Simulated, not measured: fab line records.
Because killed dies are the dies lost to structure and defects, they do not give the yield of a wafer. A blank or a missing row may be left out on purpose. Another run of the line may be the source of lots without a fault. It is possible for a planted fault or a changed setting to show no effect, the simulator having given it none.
fab line records	flow nandHarc
record lots=6	wafers=16	lastDay=24
route steps=1159 shown A_BLC@976 END@1159
lots untouched by any fault: they come from a run of this same line in which no faults occurred
startH: hours from the record's first day to the start of the lot's first wafer shown	waitH: how many hours have passed since the lot's step before this one	" identical to the entry in the row above	L1.1+2: several wafers, shown together as one row	- no value, or no start given	* or withheld: withheld	< > ~ a bound
route shown NAME@n: a module of which the file shows steps, and the number in the route of the first	usual: mean/standard deviation of fault-free wafers	same: alike in all rows	chamber/n: place in a boat	sites: per-site readings	_std_site: how widely they spread, as a standard deviation	_edge_site: outer sites' mean less inner sites'	radiusMm: for every site, how far away it sits from the centre of the wafer	mask NAME#n: copy n	behind: tool/chamber where the wafer was last shaped	hold: why the lot was held/for how many hours/how that ended	device: the transistor (n, p or np) that didn't switch	end of line: tests run on the same wafers once the route is complete	a step given without rows: its recipe and nothing more	killed: dies lost to structure and defects at the first sort, not the wafer's yield	map: per-die view of a wafer (x killed, . not killed, _ where there is no die)
set.NAME: the setting the step ran with; set.NAME@STEP: the setting that earlier step ran with	model.NAME: the simulator's own value behind a step, which no gauge read
certain route steps with their lots: each step a table, each wafer a row
services: from which hour (startH, from the record's first day; less than 0 if before it) a tool's chamber was out of use, for how many hours, and why
## steps
# step NHARC_A_BLC_INSPECT_12
# usual rawDefectCount=30/15
lot.wafer	tool	chamber	startH	waitH	rawDefectCount
L989.3	defectInspect-02	-	409.64	0.0	25
L989.4	"	-	"	"	26
L989.6	"	-	"	"	28
L991.1	defectInspect-01	-	426.29	0.0	13
L991.2	"	-	"	"	10
L991.3	"	-	"	"	8
L997.1	defectInspect-01	-	460.77	0.0	28
L997.6	"	-	"	"	29
L100.2	defectInspect-01	-	483.52	0.0	46
L100.5	"	-	"	"	26
L103.2	defectInspect-01	-	497.49	0.0	31
L103.4	"	-	"	"	28
L103.5	"	-	"	"	43
L107.2	defectInspect-02	-	522.20	0.0	13
L107.3	"	-	"	"	27
L107.5	"	-	"	"	19
# step NHARC_A_BLC_DESCUM_15
# recipe timeS=3	o2FlowSccm=200	arFlowSccm=0	biasPowerW=0	chemistry=O2
# usual drypumpMotorCurrentA=5.8/0.35	oesProductAu=0.999/0.0097	rfVppV=57.7/1	showerheadPlenumPTorr=1.90/0.098	throttleValvePct=11.312/0.0097
# same biasPowerW=0	timeS=3
lot.wafer	tool	chamber	startH	waitH	drypumpMotorCurrentA	oesProductAu	rfHoursCounterH	rfVppV	showerheadPlenumPTorr	throttleValvePct
L989.3	rieDiel-06	1	409.71	0.1	5.6	0.991	15	57.9	2.03	11.331
L989.4	"	2	"	"	6.2	1.004	16	56.7	2.01	11.310
L989.6	"	1	"	"	5.6	1.003	-	56.6	2.03	11.294
L991.3	rieDiel-07	3	426.35	0.1	5.6	1.009	1	59.0	2.02	11.310
L991.1	"	0	"	"	6.0	1.004	0	57.8	1.83	11.299
L991.2	"	2	"	"	5.8	0.997	1	57.2	1.78	11.307
L997.1	rieDiel-06	1	460.84	0.1	5.6	1.005	5	57.6	2.03	11.326
L997.6	"	1	"	"	5.6	1.006	-	57.7	2.03	11.307
L100.2	rieDiel-07	3	483.61	0.1	5.6	1.003	6	59.6	2.02	11.314
L100.5	"	0	"	"	6.0	1.011	-	57.9	1.82	11.311
L103.2	rieDiel-06	0	497.55	0.1	5.7	1.002	10	56.9	1.90	11.300
L103.4	"	3	"	"	6.5	0.987	10	59.1	1.79	11.304
L103.5	"	0	"	"	5.7	1.004	-	58.3	1.90	11.328
L107.2	rieDiel-06	2	522.26	0.1	6.2	1.013	10	59.7	2.01	11.309
L107.3	"	1	"	"	5.6	1.000	13	58.3	2.02	11.313
L107.5	"	2	"	"	6.2	1.007	-	58.5	2.01	11.316
# step NHARC_A_BLC_ETCH_16
# recipe targetDepthA=390	overEtchFrac=0.3	timeS=65	ionEnergyEv=80	cf4FlowSccm=150	arFlowSccm=0	rfW=300	biasW=100	chemistry=CF4
# usual drypumpMotorCurrentA=5.9/0.36	oesProductAu=1.001/0.0094	rfVppV=151.1/1.2	showerheadPlenumPTorr=1.75/0.085	throttleValvePct=13.284/0.0098
# same timeS=65
lot.wafer	tool	chamber	startH	waitH	drypumpMotorCurrentA	oesProductAu	rfHoursCounterH	rfVppV	showerheadPlenumPTorr	throttleValvePct
L989.4	rieDiel-06	3	409.79	0.1	6.5	0.993	15	150.8	1.67	13.290
L989.3	"	0	"	"	5.7	0.983	15	151.2	1.76	13.289
L989.6	"	0	"	"	5.7	0.978	-	151.8	1.76	13.289
L991.1	rieDiel-07	0	426.44	0.1	6.0	1.002	0	149.9	1.69	13.285
L991.2	"	1	"	"	5.7	0.996	1	150.1	1.71	13.289
L991.3	"	3	"	"	5.6	1.002	1	152.5	1.86	13.299
L997.1	rieDiel-06	1	460.93	0.1	5.6	0.998	5	152.3	1.87	13.279
L997.6	"	3	"	"	6.5	1.005	-	150.7	1.66	13.263
L100.2	rieDiel-07	3	483.67	0.1	5.6	1.000	6	152.3	1.86	13.276
L100.5	"	3	"	"	5.6	0.998	-	152.1	1.86	13.264
L103.4	rieDiel-06	0	497.73	0.1	5.7	0.989	10	151.3	1.76	13.267
L103.2	"	1	"	"	5.6	0.996	10	153.6	1.86	13.293
L103.5	"	0	"	"	5.7	1.006	-	151.2	1.76	13.276
L107.2	rieDiel-06	0	522.35	0.1	5.7	1.011	13	153.1	1.76	13.291
L107.3	"	1	"	"	5.6	0.999	13	151.8	1.86	13.307
L107.5	"	3	"	"	6.5	0.993	-	150.9	1.66	13.270
# step NHARC_A_BLC_ETCH_17
# recipe targetDepthA=3900	overEtchFrac=0.25	timeS=609.38	ionEnergyEv=200	n2FlowSccm=150	h2FlowSccm=150	arFlowSccm=0	rfW=400	biasW=150	chemistry=N2/H2
# usual drypumpMotorCurrentA=5.9/0.36	oesProductAu=1.001/0.0095	rfVppV=430/3.2	showerheadPlenumPTorr=2.02/0.11	throttleValvePct=14.171/0.0083
# same timeS=609.38
lot.wafer	tool	chamber	startH	waitH	drypumpMotorCurrentA	oesProductAu	rfHoursCounterH	rfVppV	showerheadPlenumPTorr	throttleValvePct
L989.4	rieDiel-06	2	-	-	6.2	0.998	16	434	2.14	14.155
L989.3	"	1	"	"	5.6	0.998	15	435	2.17	14.182
L989.6	"	2	"	"	6.2	1.005	-	434	2.14	14.166
L991.2	rieDiel-07	3	-	-	5.6	0.998	1	434	2.16	14.165
L991.3	"	1	"	"	5.7	0.983	1	429	1.96	14.179
L991.1	"	2	"	"	5.8	1.003	1	426	1.90	14.167
L997.1	rieDiel-06	0	-	-	5.7	0.999	5	430	2.03	14.174
L997.6	"	1	"	"	5.6	0.995	-	434	2.16	14.189
L100.2	rieDiel-07	1	-	-	5.7	0.998	6	429	1.96	14.170
L100.5	"	3	"	"	5.6	1.007	-	434	2.16	14.174
L103.4	rieDiel-06	2	-	-	6.2	1.015	8	434	2.14	14.175
L103.2	"	0	"	"	5.7	1.009	11	430	2.03	14.164
L103.5	"	2	"	"	6.2	1.013	-	433	2.14	14.174
L107.2	rieDiel-06	2	-	-	6.2	1.011	10	434	2.14	14.163
L107.3	"	3	"	"	6.5	0.987	12	426	1.91	14.169
L107.5	"	3	"	"	6.5	0.990	-	428	1.90	14.156
# step NHARC_A_BLC_ETCH_18
# recipe targetDepthA=9100	c4f8FlowSccm=20	o2FlowSccm=10	arFlowSccm=withheld	rfW=600	biasW=1500	chemistry=C4F8/O2/Ar
# step NHARC_A_BLC_CD_MEAS_19
# usual cdNm=100.6/2.3
lot.wafer	tool	chamber	startH	waitH	cdNm
L989.3	cdSem-03	-	410.68	-	100.6
L989.4	"	-	"	"	100.7
L989.6	"	-	"	"	98.4
L991.1	cdSem-01	-	427.32	-	101.5
L991.2	"	-	"	"	102.0
L991.3	"	-	"	"	101.2
L997.1	cdSem-01	-	461.81	-	100.5
L997.6	"	-	"	"	100.6
L100.2	cdSem-02	-	484.55	-	100.2
L100.5	"	-	"	"	101.3
L103.2	cdSem-01	-	498.63	-	102.5
L103.4	"	-	"	"	101.9
L103.5	"	-	"	"	99.1
L107.2	cdSem-02	-	523.23	-	96.2
L107.3	"	-	"	"	100.2
L107.5	"	-	"	"	97.5
# step NHARC_A_BLC_STRIP_29
# recipe cf4FlowSccm=150	arFlowSccm=0	biasW=0	chemistry=CF4
# step NHARC_A_BLC_STRIP_21
# recipe o2FlowSccm=500	arFlowSccm=0	biasW=0	chemistry=O2
# usual drypumpMotorCurrentA=5.8/0.31	oesProductAu=1.002/0.0087	rfVppV=57.6/0.97	showerheadPlenumPTorr=3.49/0.17	throttleValvePct=17.036/0.01
lot.wafer	tool	chamber	startH	waitH	drypumpMotorCurrentA	oesProductAu	rfHoursCounterH	rfVppV	showerheadPlenumPTorr	throttleValvePct
L989.4	rieDiel-06	1	410.85	0.1	5.6	1.009	15	57.4	3.73	17.026
L989.3	"	3	"	"	6.5	1.000	16	56.0	3.32	17.057
L989.6	"	1	"	"	5.6	1.004	-	57.8	3.73	17.060
L991.3	rieDiel-06	0	427.50	0.1	5.7	1.012	0	57.0	3.52	17.025
L991.2	"	2	"	"	6.3	1.004	0	58.2	3.69	17.015
L991.1	"	3	"	"	6.5	0.990	0	55.8	3.32	17.034
L997.1	rieDiel-07	3	462.02	0.1	5.6	1.007	4	58.2	3.71	17.047
L997.6	"	0	"	"	6.0	1.005	-	56.1	3.38	17.017
L100.2	rieDiel-06	0	484.76	0.1	5.7	0.997	8	57.6	3.51	17.027
L100.5	"	1	"	"	5.6	0.995	-	57.7	3.72	17.034
L103.4	rieDiel-07	2	498.82	0.1	5.8	1.014	8	57.5	3.30	17.034
L103.2	"	0	"	"	6.0	1.012	7	56.0	3.37	17.033
L103.5	"	3	"	"	5.6	0.999	-	59.5	3.71	17.049
L107.2	rieDiel-07	1	523.42	0.1	5.7	0.995	10	56.8	3.41	17.032
L107.3	"	2	"	"	5.8	1.005	10	57.0	3.30	17.031
L107.5	"	0	"	"	6.0	1.004	-	57.2	3.37	17.030
# step NHARC_A_BLC_STRIP_22
# recipe timeS=600	tempC=30	chemistry=postEtchResidueRemover
# step NHARC_A_BLC_DEGAS_30
# recipe tempC=300	timeS=60
# step NHARC_A_BLC_PRE_CLEAN_31
# recipe timeS=15	biasV=250	gas=Ar
# step NHARC_A_BLC_PVD_32
# recipe targetThkA=50	chamberPressurePa=5	powerW=5000	substrateTempC=200	timeS=17.7	material=Ti
# usual throttleValvePct=30.1/1.2
# same timeS=17.7
lot.wafer	tool	chamber	startH	waitH	throttleValvePct
L989.3	pvdSputter-02	-	-	-	30.0
L989.4	"	-	"	"	31.4
L989.6	"	-	"	"	29.9
L991.2	pvdSputter-03	-	-	-	26.5
L991.1	"	-	"	"	31.5
L991.3	"	-	"	"	30.0
L997.1	pvdSputter-02	-	-	-	31.3
L997.6	"	-	"	"	30.1
L100.2	pvdSputter-01	-	-	-	30.1
L100.5	"	-	"	"	30.6
L103.4	pvdSputter-01	-	-	-	30.4
L103.2	"	-	"	"	31.4
L103.5	"	-	"	"	30.5
L107.2	pvdSputter-02	-	-	-	29.8
L107.3	"	-	"	"	29.4
L107.5	"	-	"	"	30.0
# step NHARC_A_BLC_ALD_23
# recipe targetThkA=30	pulseTimeS=1	aldCycles=150	tempC=450	material=TiN
# usual aldCycles=150/0	heaterPowerW=1149/170	precursorPulseHeightRel=1.002/0.02
lot.wafer	tool	chamber	startH	waitH	aldCycles	heaterPowerW	precursorPulseHeightRel
L989.3	aldMetal-03	0	411.59	-	150	1456	1.003
L989.4	"	3	"	"	150	1084	1.029
L989.6	"	3	"	"	150	1091	1.008
L991.1	aldMetal-04	3	428.16	-	150	1298	0.976
L991.3	"	0	"	"	150	971	1.031
L991.2	"	2	"	"	150	1124	1.016
L997.1	aldMetal-04	1	462.69	-	71	1225	0.966
L997.6	"	0	"	"	150	958	1.017
L100.2	aldMetal-04	0	485.45	-	71	950	1.042
L100.5	"	2	"	"	150	1128	0.993
L103.2	aldMetal-03	3	499.48	-	150	1134	1.009
L103.4	"	2	"	"	150	991	1.005
L103.5	"	0	"	"	150	1415	1.010
L107.2	aldMetal-01	1	524.22	-	150	1026	0.980
L107.3	"	2	"	"	150	943	1.007
L107.5	"	1	"	"	150	1017	1.017
# step NHARC_A_BLC_CVD_24
# recipe targetThkA=1500	tempC=300	pressureTorr=40	wf6FlowSccm=40	h2FlowSccm=1600	arFlowSccm=1560	timeS=434	material=W
# step NHARC_END_SORT_01
# recipe tempC=25
# usual killedAtArray=27/11	killedAtOther=0.7/1.1	killedAtPeriphery=3.4/2.1	killedDies=31/12	killedOpen=3.6/2	killedShort=2.0/1.3
# same grossDies=677
lot.wafer	tool	chamber	startH	waitH	killedAtArray	killedAtOther	killedAtPeriphery	killedDies	killedOpen	killedShort
L989.3	prober-01	0	460.12	3.1	23	0	1	24	4	0
L989.4	prober-01	0	460.92	3.4	21	0	5	26	2	0
L989.6	prober-01	0	462.54	4.0	24	2	2	28	1	2
L997.1	prober-01	0	506.21	2.5	673	0	4	677	2	0
L100.2	prober-02	0	541.18	2.8	668	1	8	677	3	1
L103.2	prober-02	0	548.97	2.8	30	0	6	36	6	0
L103.4	prober-02	0	550.58	3.4	28	0	7	35	4	1
L103.5	prober-02	0	551.39	3.7	36	0	7	43	5	4
# killed by level:class
L989.3 A_CHANNEL_HOLE_D1:chamberFilmFlake=12 A_STAIRCASE:chamberFilmFlake=6 A_CONTACT:geometricParticle:open=2 A_CHANNEL_FILL_D1:geometricParticle:open=1 A_WL_FILL:geometricParticle:open=1 P_ZERO_WELL:chamberFilmFlake=1 A_CONTACT:chamberFilmFlake=1
L989.4 A_CHANNEL_HOLE_D1:chamberFilmFlake=16 P_ZERO_WELL:chamberFilmFlake=2 A_STAIRCASE:chamberFilmFlake=2 A_CONTACT:chamberFilmFlake=2 P_CONTACT:geometricParticle:open=1 A_WL_FILL:geometricParticle:open=1 P_STI:chamberFilmFlake=1 P_GATE:chamberFilmFlake=1
L989.6 A_CHANNEL_HOLE_D1:chamberFilmFlake=20 A_STAIRCASE:chamberFilmFlake=2 THIN_TSV:chamberFilmFlake=2 P_M0:geometricParticle:open=1 A_ONON_D1:geometricParticle:short=1 A_WL_FILL:geometricParticle:short=1 P_M2:chamberFilmFlake=1
L997.1 A_BLC:areaAld=646 A_CHANNEL_HOLE_D1:chamberFilmFlake=21 P_M1:chamberFilmFlake=3 A_CONTACT:chamberFilmFlake=2 A_SOURCE_PLATE:geometricParticle:open=1 A_BLC:geometricParticle:open=1 P_GATE:chamberFilmFlake=1 A_CHANNEL_FILL_D1:chamberFilmFlake=1
L100.2 A_BLC:areaAld=630 A_CHANNEL_HOLE_D1:chamberFilmFlake=32 P_ZERO_WELL:chamberFilmFlake=6 A_CONTACT:chamberFilmFlake=2 P_CONTACT:geometricParticle:open=1 A_ONON_D1:geometricParticle:open=1 A_SGD_CUT:geometricParticle:short=1 A_BLC:geometricParticle:open=1
L103.2 A_CHANNEL_HOLE_D1:chamberFilmFlake=25 A_SGD_CUT:geometricParticle:open=2 P_BONDPAD:chamberFilmFlake=2 A_CONTACT:chamberFilmFlake=2 P_STI:geometricParticle:open=1 P_GATE:geometricParticle:open=1 P_M0:geometricParticle:open=1 A_WL_FILL:geometricParticle:open=1
L103.4 A_CHANNEL_HOLE_D1:chamberFilmFlake=22 P_BONDPAD:chamberFilmFlake=4 A_M0:geometricParticle:open=2 A_CONTACT:chamberFilmFlake=2 P_CONTACT:geometricParticle:open=1 A_SGD_CUT:geometricParticle:open=1 A_CONTACT:geometricParticle:short=1 P_ZERO_WELL:chamberFilmFlake=1
L103.5 A_CHANNEL_HOLE_D1:chamberFilmFlake=28 P_BONDPAD:chamberFilmFlake=3 A_CONTACT:geometricParticle:open=2 A_CONTACT:chamberFilmFlake=2 P_STI:geometricParticle:short=1 P_M0:geometricParticle:open=1 P_M0:geometricParticle:short=1 A_ONON_D1:geometricParticle:short=1
# map L997.1 (x killed, . not)
____________x____________
_________xxxxxxx_________
_______xxxxxxxxxxx_______
______xxxxxxxxxxxxx______
_____xxxxxxxxxxxxxxx_____
____xxxxxxxxxxxxxxxxx____
____xxxxxxxxxxxxxxxxx____
___xxxxxxxxxxxxxxxxxxx___
___xxxxxxxxxxxxxxxxxxx___
__xxxxxxxxxxxxxxxxxxxxx__
__xxxxxxxxxxxxxxxxxxxxx__
_xxxxxxxxxxxxxxxxxxxxxxx_
_xxxxxxxxxxxxxxxxxxxxxxx_
_xxxxxxxxxxxxxxxxxxxxxxx_
_xxxxxxxxxxxxxxxxxxxxxxx_
_xxxxxxxxxxxxxxxxxxxxxxx_
xxxxxxxxxxxxxxxxxxxxxxxxx
xxxxxxxxxxxxxxxxxxxxxxxxx
xxxxxxxxxxxxxxxxxxxxxxxxx
xxxxxxxxxxxxxxxxxxxxxxxxx
xxxxxxxxxxxxxxxxxxxxxxxxx
_xxxxxxxxxxxxxxxxxxxxxxx_
_xxxxxxxxxxxxxxxxxxxxxxx_
_xxxxxxxxxxxxxxxxxxxxxxx_
_xxxxxxxxxxxxxxxxxxxxxxx_
_xxxxxxxxxxxxxxxxxxxxxxx_
__xxxxxxxxxxxxxxxxxxxxx__
__xxxxxxxxxxxxxxxxxxxxx__
___xxxxxxxxxxxxxxxxxxx___
___xxxxxxxxxxxxxxxxxxx___
____xxxxxxxxxxxxxxxxx____
____xxxxxxxxxxxxxxxxx____
_____xxxxxxxxxxxxxxx_____
______xxxxxxxxxxxxx______
_______xxxxxxxxxxx_______
_________xxxxxxx_________
____________x____________
# map L100.2 (x killed, . not)
____________x____________
_________xxxxxxx_________
_______xxxxxxxxxxx_______
______xxxxxxxxxxxxx______
_____xxxxxxxxxxxxxxx_____
____xxxxxxxxxxxxxxxxx____
____xxxxxxxxxxxxxxxxx____
___xxxxxxxxxxxxxxxxxxx___
___xxxxxxxxxxxxxxxxxxx___
__xxxxxxxxxxxxxxxxxxxxx__
__xxxxxxxxxxxxxxxxxxxxx__
_xxxxxxxxxxxxxxxxxxxxxxx_
_xxxxxxxxxxxxxxxxxxxxxxx_
_xxxxxxxxxxxxxxxxxxxxxxx_
_xxxxxxxxxxxxxxxxxxxxxxx_
_xxxxxxxxxxxxxxxxxxxxxxx_
xxxxxxxxxxxxxxxxxxxxxxxxx
xxxxxxxxxxxxxxxxxxxxxxxxx
xxxxxxxxxxxxxxxxxxxxxxxxx
xxxxxxxxxxxxxxxxxxxxxxxxx
xxxxxxxxxxxxxxxxxxxxxxxxx
_xxxxxxxxxxxxxxxxxxxxxxx_
_xxxxxxxxxxxxxxxxxxxxxxx_
_xxxxxxxxxxxxxxxxxxxxxxx_
_xxxxxxxxxxxxxxxxxxxxxxx_
_xxxxxxxxxxxxxxxxxxxxxxx_
__xxxxxxxxxxxxxxxxxxxxx__
__xxxxxxxxxxxxxxxxxxxxx__
___xxxxxxxxxxxxxxxxxxx___
___xxxxxxxxxxxxxxxxxxx___
____xxxxxxxxxxxxxxxxx____
____xxxxxxxxxxxxxxxxx____
_____xxxxxxxxxxxxxxx_____
______xxxxxxxxxxxxx______
_______xxxxxxxxxxx_______
_________xxxxxxx_________
____________x____________
## services
tool	chamber	startH	hours	kind
pvdSputter-02	-	395.91	10.0	pm
rieDiel-06	0	397.20	-	clean
rieDiel-06	1	397.20	-	clean
aldMetal-01	3	401.34	6.4	repair
rieDiel-07	-	405.28	9.0	pm
aldMetal-04	-	406.00	10.0	pm
aldMetal-03	1	409.67	8.6	repair
rieDiel-07	3	414.80	2.3	repair
rieDiel-06	2	415.99	9.5	repair
rieDiel-06	-	418.20	9.0	pm
aldMetal-01	1	422.65	23.8	repair
aldMetal-01	3	431.78	16.2	repair
pvdSputter-03	-	435.41	0.5	repair
rieDiel-06	2	435.55	8.1	repair
aldMetal-03	-	450.70	0.5	repair
aldMetal-03	1	452.21	9.4	repair
aldMetal-01	-	458.00	10.0	pm
pvdSputter-03	-	458.04	10.0	pm
aldMetal-03	1	462.66	6.3	repair
pvdSputter-01	-	464.33	4.0	repair
aldMetal-04	-	479.03	3.2	repair
pvdSputter-03	-	495.71	0.8	repair
aldMetal-03	-	500.00	10.0	pm
pvdSputter-01	-	519.53	10.0	pm
## key
firstSign step=NHARC_A_BLC_ALD_23	reading=aldCycles	direction=down	sigmas=99+	usual=150	struck=71
effect step=NHARC_END_SORT_01	reading=killedAtArray	direction=up	sigmas=57	usual=27	struck=670
moreKillsBornAt NHARC_A_BLC_ALD_23@aldMetal-04=1276
metAt NHARC_A_BLC_ALD_23
struckWafers L997.1,L100.2
laterRowsLeftOut L997.1,L100.2
testerLeftOut L997,L100
onsetBetween 428.16 462.69
fault kind=processParameterDrift	tool=aldMetal-04	chamber=-	onsetH=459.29	steps=NHARC_A_BLC_ALD_23	channel=aldCycles	offset=-79	shape=step	endH=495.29	scope=struckWafersOnly	actsIn=theseRecipesOnly	stated=150
# testerLeftOut: of these lots the tester's yield and bins aren't shown, on N5 and GAA mostly nor the transistor test; their killed dies are dies lost to structure and defects alone, not to doping, threshold or leakage, so they don't give the yield
# laterRowsLeftOut: the simulator's readings of these wafers behind a module that went badly wrong aren't trusted and aren't shown, but for the sort
